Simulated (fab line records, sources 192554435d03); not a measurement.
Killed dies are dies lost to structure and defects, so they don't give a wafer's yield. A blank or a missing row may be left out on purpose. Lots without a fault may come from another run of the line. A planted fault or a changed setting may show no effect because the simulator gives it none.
Which tool did it? | flow n5_finfet | 24 lots, 72 wafers sampled, at 5 steps of a route of 1938

WHAT THE GAUGES READ, wafer by wafer
N5_BEOL_M10_INSPECT_58: inspects for defects (darkfield). Usual: raw_defect_count 65, standard deviation 25.
lot  | measured     | on                | raw_defect_count | flag
L074 | day 9 18:07  | defect_inspect-01 | 73 40 23         |
L075 | day 10 02:45 | defect_inspect-02 | 81 94 151        |
L077 | day 10 10:59 | defect_inspect-02 | 69 71 60         |
L078 | day 10 15:19 | defect_inspect-02 | 49 60 45         |
L076 | day 10 18:09 | defect_inspect-02 | 72 74 32         |
L080 | day 11 00:08 | defect_inspect-01 | 45 93 71         |
L079 | day 11 09:42 | defect_inspect-01 | 55 38 47         |
L082 | day 12 03:04 | defect_inspect-02 | 42 50 36         |
L081 | day 12 03:55 | defect_inspect-02 | 45 104 90        |
L083 | day 12 07:25 | defect_inspect-01 | 42 53 24         |
L084 | day 12 14:05 | defect_inspect-01 | 56 58 68         |
L085 | day 12 19:35 | defect_inspect-02 | 29 81 74         |
L086 | day 12 19:53 | defect_inspect-02 | 45 57 81         |
L087 | day 13 09:20 | defect_inspect-02 | 28 51 47         |
L089 | day 13 11:47 | defect_inspect-02 | 53 41 62         |
L088 | day 13 18:58 | defect_inspect-02 | 90 81 51         |
L090 | day 14 04:32 | defect_inspect-01 | 100 42 76        |
L091 | day 14 05:58 | defect_inspect-02 | 61 73 56         |
L092 | day 14 22:29 | defect_inspect-01 | 84 78 74         |
L093 | day 15 00:29 | defect_inspect-01 | 75 91 58         |
L094 | day 15 02:58 | defect_inspect-01 | 94 84 115        |
L095 | day 15 18:19 | defect_inspect-01 | 103 87 91        |
L097 | day 15 21:26 | defect_inspect-02 | 40 49 66         |
L096 | day 15 23:10 | defect_inspect-01 | 41 62 57         |

N5_BEOL_M11_OVL_MEAS_12. Usual: M11_OVL -1.0 nm, standard deviation 0.77.
lot  | measured     | on         | M11_OVL (nm)   | flag
L074 | day 9 19:39  | overlay-01 | -0.6 -1.6 -2.1 |
L075 | day 10 05:28 | overlay-01 | -0.5 -0.8 -0.7 |
L077 | day 10 14:29 | overlay-01 | -0.1 -0.6 0.3  |
L078 | day 10 17:35 | overlay-02 | -1.0 -2.3 -1.2 |
L076 | day 10 19:24 | overlay-02 | -1.9 -0.6 -1.1 |
L080 | day 11 02:40 | overlay-01 | -1.5 -0.3 0.0  |
L079 | day 11 14:42 | overlay-01 | -1.4 -2.0 0.2  |
L082 | day 12 05:53 | overlay-01 | -1.6 -0.3 -0.7 |
L081 | day 12 05:56 | overlay-02 | -1.4 -0.5 -0.7 |
L083 | day 12 09:14 | overlay-01 | -2.1 -2.1 -0.8 |
L084 | day 12 15:58 | overlay-02 | -3.2 -1.0 -1.8 |
L085 | day 12 21:14 | overlay-01 | -1.0 -1.0 -0.7 |
L086 | day 12 21:38 | overlay-01 | -1.1 0.9 -0.1  |
L087 | day 13 11:16 | overlay-01 | -0.7 -1.8 -1.1 |
L089 | day 13 14:41 | overlay-01 | -1.0 -0.1 -0.7 |
L088 | day 13 22:06 | overlay-02 | -0.2 -1.4 -2.1 |
L090 | day 14 09:35 | overlay-01 | -0.4 0.2 -0.3  |
L091 | day 14 10:01 | overlay-02 | -1.7 -1.7 -1.7 |
L092 | day 15 00:02 | overlay-01 | -1.5 -1.9 -1.8 |
L093 | day 15 02:34 | overlay-02 | -0.7 -1.1 0.1  |
L094 | day 15 04:42 | overlay-02 | -1.4 -1.7 -1.4 |
L095 | day 15 20:59 | overlay-02 | -1.1 -1.5 -1.7 |
L097 | day 15 22:38 | overlay-02 | -2.2 -2.0 -0.9 |
L096 | day 16 01:31 | overlay-02 | -2.1 -2.7 -3.4 |

N5_BEOL_M11_CD_MEAS_18: pitch 140 nm, target cd 70 nm. Usual: cd_nm 69.6 nm, standard deviation 0.89.
lot  | measured     | on        | cd_nm (nm)     | flag
L074 | day 9 20:14  | cd_sem-03 | 69.3 70.6 69.5 |
L075 | day 10 06:20 | cd_sem-01 | 70.1 70.1 71.4 |
L077 | day 10 15:00 | cd_sem-03 | 71.3 70.0 69.9 |
L078 | day 10 18:05 | cd_sem-03 | 69.5 68.5 69.2 |
L076 | day 10 20:02 | cd_sem-03 | 69.5 70.8 70.9 |
L080 | day 11 03:11 | cd_sem-02 | 70.1 69.2 68.2 |
L079 | day 11 15:18 | cd_sem-02 | 69.6 69.7 68.5 |
L082 | day 12 06:32 | cd_sem-01 | 69.1 69.0 69.1 |
L081 | day 12 06:38 | cd_sem-01 | 69.8 70.3 69.8 |
L083 | day 12 09:46 | cd_sem-01 | 69.1 69.2 71.0 |
L084 | day 12 16:29 | cd_sem-01 | 71.0 69.8 70.4 |
L085 | day 12 21:46 | cd_sem-03 | 70.4 71.3 71.0 |
L086 | day 12 22:13 | cd_sem-03 | 69.9 69.1 68.8 |
L087 | day 13 11:46 | cd_sem-02 | 69.8 69.0 69.7 |
L089 | day 13 15:44 | cd_sem-01 | 69.9 69.3 69.4 |
L088 | day 13 22:51 | cd_sem-03 | 70.6 70.5 69.5 |
L090 | day 14 10:07 | cd_sem-01 | 68.6 68.7 70.4 |
L091 | day 14 10:32 | cd_sem-01 | 70.1 68.6 69.7 |
L092 | day 15 00:33 | cd_sem-01 | 68.2 70.4 68.4 |
L093 | day 15 03:06 | cd_sem-01 | 68.8 68.9 68.9 |
L094 | day 15 05:13 | cd_sem-01 | 70.4 71.5 69.7 |
L095 | day 15 21:30 | cd_sem-03 | 69.3 69.9 69.3 |
L097 | day 15 23:09 | cd_sem-01 | 68.8 69.2 68.6 |
L096 | day 16 02:02 | cd_sem-01 | 69.2 68.1 68.5 |

N5_BEOL_M11_INSPECT_30: inspects for defects (brightfield). Usual: raw_defect_count 382, standard deviation 87.
lot  | measured     | on                | raw_defect_count | flag
L074 | day 9 20:58  | defect_inspect-02 | 296 263 223      |
L075 | day 10 09:06 | defect_inspect-01 | 405 492 560      |
L077 | day 10 15:29 | defect_inspect-02 | 348 268 407      |
L078 | day 10 18:34 | defect_inspect-02 | 290 382 400      |
L076 | day 10 22:11 | defect_inspect-02 | 393 437 388      |
L080 | day 11 06:29 | defect_inspect-01 | 576 532 472      |
L079 | day 11 15:46 | defect_inspect-01 | 301 333 338      |
L082 | day 12 07:52 | defect_inspect-01 | 521 456 279      |
L081 | day 12 08:02 | defect_inspect-02 | 423 459 400      |
L083 | day 12 11:09 | defect_inspect-01 | 273 307 226      |
L084 | day 12 17:01 | defect_inspect-02 | 359 324 261      |
L085 | day 12 23:07 | defect_inspect-01 | 365 411 444      |
L086 | day 12 22:57 | defect_inspect-02 | 349 403 507      |
L087 | day 13 13:52 | defect_inspect-01 | 292 306 241      |
L089 | day 13 16:34 | defect_inspect-01 | 352 276 406      |
L088 | day 14 01:32 | defect_inspect-02 | 328 489 271      |
L090 | day 14 11:31 | defect_inspect-01 | 617 418 563      |
L091 | day 14 11:21 | defect_inspect-01 | 307 325 412      |
L092 | day 15 01:15 | defect_inspect-01 | 429 573 378      |
L093 | day 15 03:26 | defect_inspect-02 | 479 395 498      |
L094 | day 15 07:13 | defect_inspect-02 | 451 440 414      |
L095 | day 15 21:58 | defect_inspect-02 | 429 357 364      |
L097 | day 16 00:04 | defect_inspect-02 | 323 240 324      |
L096 | day 16 05:14 | defect_inspect-01 | 476 302 319      |

WHICH TOOL RAN EACH LOT (tool, then ch and the chambers of the sampled wafers, then the start)
lot  | N5_BEOL_M11_ETCH_61
L074 | rie_diel-02 ch 0,3, day 9 19:45
L075 | rie_diel-02 ch 0,2,3, day 10 05:48
L077 | rie_diel-06 ch 0,1,3, day 10 14:35
L078 | rie_diel-03 ch 2,3, day 10 17:40
L076 | rie_diel-02 ch 0,1,3, day 10 19:29
L080 | rie_diel-06 ch 0,1,3, day 11 02:46
L079 | rie_diel-03 ch 1,2,3, day 11 14:47
L082 | rie_diel-06 ch 0,3, day 12 06:04
L081 | rie_diel-02 ch 0,3, day 12 06:13
L083 | rie_diel-03 ch 0,1, day 12 09:20
L084 | rie_diel-03 ch 0,1, day 12 16:04
L085 | rie_diel-02 ch 0,1,2, day 12 21:20
L086 | rie_diel-03 ch 0,3, day 12 21:48
L087 | rie_diel-06 ch 1,2,3, day 13 11:21
L089 | rie_diel-02 ch 1,2,3, day 13 15:13
L088 | rie_diel-02 ch 0,1,3, day 13 22:16
L090 | rie_diel-06 ch 1,2, day 14 09:41
L091 | rie_diel-03 ch 0,1, day 14 10:06
L092 | rie_diel-06 ch 0,1,3, day 15 00:08
L093 | rie_diel-03 ch 0,2,3, day 15 02:40
L094 | rie_diel-03 ch 0,2, day 15 04:48
L095 | rie_diel-03 ch 1,2, day 15 21:05
L097 | rie_diel-06 ch 0,1,3, day 15 22:44
L096 | rie_diel-06 ch 0,1,3, day 16 01:37
- N5_BEOL_M11_ETCH_61: etches SiARC in CF4, target depth 39 nm, time 65 s.

WHAT THE TOOLS THEMSELVES READ (means of the sampled wafers that have a number; where no wafer has one, the mark that the record gives instead)
N5_BEOL_M11_ETCH_61. Usual: drypump_motor_current_A 5.90 A, standard deviation 0.27; etch_rf_on_time_s 64.4 s, standard deviation 2.5; oes_product_au 0.66 a.u., standard deviation 0.069; rf_vpp_V 184.2 V, standard deviation 1.1; showerhead_plenum_p_Torr 2.14 Torr, standard deviation 0.052; throttle_valve_pct 15.61 %, standard deviation 0.23.
lot  | tool        | drypump_motor_current_A (A) | etch_rf_on_time_s (s) | oes_product_au (a.u.) | rf_vpp_V (V) | showerhead_plenum_p_Torr (Torr) | throttle_valve_pct (%) | flag
L074 | rie_diel-02 | 5.70                        | 64.5                  | 0.76                  | 183.7        | 2.11                            | 15.42                  |
L075 | rie_diel-02 | 5.85                        | 64.3                  | 0.72                  | 184.5        | 2.12                            | 15.41                  |
L077 | rie_diel-06 | 6.02                        | 66.5                  | 0.64                  | 184.5        | 2.17                            | 15.70                  |
L078 | rie_diel-03 | 5.91                        | 64.3                  | 0.62                  | 184.2        | 2.18                            | 15.61                  |
L076 | rie_diel-02 | 5.87                        | 63.7                  | 0.74                  | 184.5        | 2.16                            | 15.40                  |
L080 | rie_diel-06 | 6.02                        | 66.2                  | 0.63                  | 184.5        | 2.17                            | 15.70                  |
L079 | rie_diel-03 | 5.77                        | 64.6                  | 0.62                  | 184.8        | 2.16                            | 15.76                  |
L082 | rie_diel-06 | 5.78                        | 66.7                  | 0.59                  | 184.8        | 2.15                            | 15.95                  |
L081 | rie_diel-02 | 5.96                        | 64.1                  | 0.74                  | 183.6        | 2.11                            | 15.42                  |
L083 | rie_diel-03 | 5.55                        | 65.6                  | 0.60                  | 183.6        | 2.09                            | 15.92                  |
L084 | rie_diel-03 | 5.64                        | 64.6                  | 0.61                  | 183.0        | 2.07                            | 15.86                  |
L085 | rie_diel-02 | 5.81                        | 64.4                  | 0.67                  | 185.4        | 2.15                            | 15.46                  |
L086 | rie_diel-03 | 5.77                        | 63.8                  | 0.70                  | 183.8        | 2.09                            | 15.56                  |
L087 | rie_diel-06 | 6.12                        | 67.5                  | 0.61                  | 183.8        | 2.13                            | 15.72                  |
L089 | rie_diel-02 | 6.00                        | 63.4                  | 0.67                  | 184.6        | 2.16                            | 15.44                  |
L088 | rie_diel-02 | 5.87                        | 64.0                  | 0.71                  | 184.2        | 2.15                            | 15.45                  |
L090 | rie_diel-06 | 6.34                        | 65.4                  | 0.65                  | 183.9        | 2.15                            | 15.52                  |
L091 | rie_diel-03 | 5.55                        | 65.4                  | 0.59                  | 184.2        | 2.08                            | 15.95                  |
L092 | rie_diel-06 | 6.03                        | 66.3                  | 0.70                  | 184.3        | 2.17                            | 15.60                  |
L093 | rie_diel-03 | 5.88                        | 63.9                  | 0.68                  | 183.7        | 2.13                            | 15.56                  |
L094 | rie_diel-03 | 5.84                        | 62.5                  | 0.64                  | 183.1        | 2.09                            | 15.80                  |
L095 | rie_diel-03 | 5.86                        | 62.2                  | 0.71                  | 184.2        | 2.14                            | 15.66                  |
L097 | rie_diel-06 | 6.03                        | 65.9                  | 0.69                  | 183.7        | 2.16                            | 15.61                  |
L096 | rie_diel-06 | 6.01                        | 66.0                  | 0.68                  | 184.3        | 2.16                            | 15.61                  |

THE ANSWER, worked out from the rows above alone
Rule: a lot is off if the mean of its wafers that have a number lies more than 3 standard deviations from the usual mean. A lot without any number at a reading at which 4 lots or more have one is off too. The other lots that the step has rows for count as sound. The gauges are gone through in route order, then the tools' own readings, and for those a lot's mean is taken as printed above. The first step at which some lot is off is used, and at that step the reading that is off furthest; a lot without a number counts as furthest.
No lot is off at any reading shown: from this, nothing can be told.

WHAT THE SIMULATOR HAD PUT IN
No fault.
